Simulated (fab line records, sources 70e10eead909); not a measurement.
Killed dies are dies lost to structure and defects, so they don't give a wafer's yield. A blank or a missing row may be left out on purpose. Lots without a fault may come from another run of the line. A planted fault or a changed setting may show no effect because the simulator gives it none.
Which tool did it? | flow nand_harc | 12 lots, 36 wafers sampled, at 6 steps of a route of 1159

WHAT THE GAUGES READ, wafer by wafer
NHARC_P_GATE_CD_MEAS_59: target cd 720 nm.
lot  | measured     | on        | cd_nm (nm)
L504 | day 5 05:03  | cd_sem-01 | 720.1 721.4 721.7
L505 | day 5 19:12  | cd_sem-03 | 716.1 719.7 718.4
L508 | day 6 12:05  | cd_sem-01 | 720.3 719.0 721.4
L509 | day 6 22:52  | cd_sem-02 | 716.1 718.0 718.3
L511 | day 7 07:20  | cd_sem-02 | 720.4 723.0 721.9
L512 | day 7 16:09  | cd_sem-02 | 725.3 721.2 723.5
L513 | day 7 16:19  | cd_sem-03 | - - -
L516 | day 8 14:47  | cd_sem-01 | 720.5 719.1 721.3
L514 | day 8 15:27  | cd_sem-02 | 720.0 718.7 718.0
L523 | day 10 07:31 | cd_sem-02 | 720.1 723.3 720.1
L524 | day 10 13:35 | cd_sem-03 | 716.7 719.7 714.1
L526 | day 10 22:35 | cd_sem-03 | 720.2 720.2 719.6

NHARC_END_SORT_01.
lot  | measured     | on        | killed_at_array | killed_at_other | killed_at_periphery | killed_dies | killed_open | killed_short
L513 | day 22 02:29 | prober-01 | 30 21 28        | 2 1 0           | 645 655 649         | 677 677 677 | 3 1 4       | 3 2 0

WHICH TOOL RAN EACH LOT (tool, then ch and the chambers of the sampled wafers, then the start)
lot  | NHARC_P_GATE_STRIP_108             | NHARC_P_GATE_ALD_36               | NHARC_P_GATE_EXPOSE_56            | NHARC_P_GATE_STRIP_76
L504 | rie_diel-11 ch 0,2, day 4 16:06    | ald_sin-02 ch 1,3, day 4 16:44    | krf_scanner-03 ch 0, day 5 04:54  | plasma_asher-02 ch 0,1, day 5 05:52
L505 | rie_diel-01 ch 2,3, day 5 06:20    | ald_sin-01 ch 0,1, day 5 08:01    | krf_scanner-02 ch 0, day 5 19:03  | plasma_asher-01 ch 0,1, day 5 20:01
L508 | rie_diel-11 ch 0,1,2, day 5 23:14  | ald_sin-03 ch 1,2, day 6 00:54    | krf_scanner-03 ch 0, day 6 11:56  | plasma_asher-02 ch 0,1, day 6 12:53
L509 | rie_diel-09 ch 0,2,3, day 6 09:32  | ald_sin-02 ch 1,2,3, day 6 11:13  | krf_scanner-03 ch 0, day 6 22:43  | plasma_asher-02 ch 0,1, day 6 23:41
L511 | rie_diel-11 ch 0,1,3, day 6 18:02  | ald_sin-01 ch 0,2, day 6 18:40    | krf_scanner-04 ch 0, day 7 07:10  | plasma_asher-02 ch 0, day 7 08:10
L512 | rie_diel-11 ch 0,2,3, day 7 03:19  | ald_sin-02 ch 0,2, day 7 04:58    | krf_scanner-02 ch 0, day 7 15:59  | plasma_asher-02 ch 1, day 7 16:58
L513 | rie_diel-09 ch 0,1,3, day 7 03:21  | ald_sin-03 ch 0,1,2, day 7 05:02  | krf_scanner-04 ch 0, day 7 16:10  | plasma_asher-01 ch 0,1, day 7 17:09
L516 | rie_diel-09 ch 0,2,3, day 8 02:02  | ald_sin-02 ch 1,2,3, day 8 03:45  | krf_scanner-04 ch 0, day 8 14:38  | plasma_asher-01 ch 0,1, day 8 15:35
L514 | rie_diel-11 ch 0,1, day 8 02:26    | ald_sin-03 ch 0,1,3, day 8 03:05  | krf_scanner-04 ch 0, day 8 15:18  | plasma_asher-01 ch 0,1, day 8 16:23
L523 | rie_diel-01 ch 0,1, day 9 18:37    | ald_sin-01 ch 0,1,3, day 9 21:22  | krf_scanner-03 ch 0, day 10 07:21 | plasma_asher-02 ch 0,1, day 10 08:19
L524 | rie_diel-11 ch 0,1,2, day 10 00:29 | ald_sin-03 ch 0,1,2, day 10 04:18 | krf_scanner-04 ch 0, day 10 13:26 | plasma_asher-01 ch 0,1, day 10 14:26
L526 | rie_diel-11 ch 2,3, day 10 09:23   | ald_sin-01 ch 0,2, day 10 10:01   | krf_scanner-03 ch 0, day 10 22:26 | plasma_asher-01 ch 0,1, day 10 23:25
- NHARC_P_GATE_STRIP_108: strips in O2.
- NHARC_P_GATE_ALD_36: deposits SiNx, target thk 20 nm, pulse time 60 s, ald cycles 223.
- NHARC_P_GATE_EXPOSE_56: exposes mask P PSD, target cd 720 nm.
- NHARC_P_GATE_STRIP_76: strips in O2.

WHAT THE TOOLS THEMSELVES READ (means of the sampled wafers that have a number; where no wafer has one, the mark that the record gives instead)
NHARC_P_GATE_STRIP_108.
lot  | tool        | chamber_pressure_mTorr (mTorr) | drypump_motor_current_A (A) | oes_product_au (a.u.) | rf_vpp_V (V) | showerhead_plenum_p_Torr (Torr) | throttle_valve_pct (%)
L504 | rie_diel-11 | 60.02                          | 5.7                         | 0.996                 | 58.0         | 3.58                            | 17.037
L505 | rie_diel-01 | 59.95                          | 5.5                         | 0.989                 | 57.5         | 3.66                            | 17.041
L508 | rie_diel-11 | 59.99                          | 5.5                         | 0.993                 | 58.0         | 3.56                            | 17.033
L509 | rie_diel-09 | 60.01                          | 5.5                         | 1.004                 | 58.0         | 3.52                            | 17.034
L511 | rie_diel-11 | 60.01                          | 5.4                         | 0.995                 | 57.3         | 3.47                            | 17.032
L512 | rie_diel-11 | 59.96                          | 5.7                         | 1.002                 | 57.8         | 3.49                            | 17.041
L513 | rie_diel-09 | 60.03                          | 5.5                         | 0.999                 | 58.0         | 3.56                            | 17.032
L516 | rie_diel-09 | 59.97                          | 5.5                         | 0.999                 | 57.7         | 3.51                            | 17.045
L514 | rie_diel-11 | 59.98                          | 5.2                         | 0.998                 | 57.6         | 3.54                            | 17.036
L523 | rie_diel-01 | 60.06                          | 5.5                         | 1.000                 | 57.7         | 3.63                            | 17.035
L524 | rie_diel-11 | 60.01                          | 5.5                         | 0.999                 | 58.5         | 3.55                            | 17.037
L526 | rie_diel-11 | 59.99                          | 5.7                         | 0.992                 | 57.1         | 3.54                            | 17.046

NHARC_P_GATE_ALD_36.
lot  | tool       | heater_power_outer_w (W) | heater_power_w (W) | precursor_pulse_height_rel
L504 | ald_sin-02 | 561                      | 913                | 1.000
L505 | ald_sin-01 | 445                      | 724                | 1.008
L508 | ald_sin-03 | 547                      | 903                | 0.999
L509 | ald_sin-02 | 554                      | 853                | 0.995
L511 | ald_sin-01 | 528                      | 904                | 1.012
L512 | ald_sin-02 | 469                      | 764                | 1.014
L513 | ald_sin-03 | 553                      | 869                | 1.004
L516 | ald_sin-02 | 542                      | 870                | 1.009
L514 | ald_sin-03 | 538                      | 827                | 1.004
L523 | ald_sin-01 | 470                      | 757                | 0.986
L524 | ald_sin-03 | 552                      | 884                | 0.992
L526 | ald_sin-01 | 487                      | 791                | 1.003

NHARC_P_GATE_STRIP_76.
lot  | tool            | drypump_motor_current_A (A) | heater_power_w (W)
L504 | plasma_asher-02 | 5.61                        | 332
L505 | plasma_asher-01 | 5.63                        | 306
L508 | plasma_asher-02 | 5.59                        | 336
L509 | plasma_asher-02 | 5.58                        | 333
L511 | plasma_asher-02 | 5.28                        | 331
L512 | plasma_asher-02 | 5.74                        | 338
L513 | plasma_asher-01 | 5.64                        | 327
L516 | plasma_asher-01 | 5.64                        | 301
L514 | plasma_asher-01 | 5.63                        | 337
L523 | plasma_asher-02 | 5.58                        | 341
L524 | plasma_asher-01 | 5.63                        | 305
L526 | plasma_asher-01 | 5.64                        | 303

THE ANSWER, worked out from the rows above alone
Rule: what is usual is taken from the lots themselves. Put in order of their means at a reading, lots are off if they are a third of the lots or fewer, leave a main group of 4 or more, and stand apart from it by a gap of 3 or more times the standard deviation of the main group's means; of several such gaps the widest counts. A main group whose means are all the same, to the digits that the tables above print for the reading, isn't used. A lot without any number at a reading at which 4 lots or more have one is off too. The other lots that the step has rows for count as sound. The gauges are gone through in route order, then the tools' own readings, and for those a lot's mean is taken as printed above. The first step at which some lot is off is used, and at that step the reading that is off furthest; a lot without a number counts as furthest.
Off: L513, at NHARC_P_GATE_CD_MEAS_59 (cd_nm). Without a number there: L513. The main group: mean 719.9 nm, standard deviation 1.9.
A tool fits if, at a process step before that reading, it ran every lot that is off, and no sound lot after the first of them. The gauges at NHARC_P_GATE_CD_MEAS_59 are tried like those tools. None of those tried fits.

WHAT THE SIMULATOR HAD PUT IN
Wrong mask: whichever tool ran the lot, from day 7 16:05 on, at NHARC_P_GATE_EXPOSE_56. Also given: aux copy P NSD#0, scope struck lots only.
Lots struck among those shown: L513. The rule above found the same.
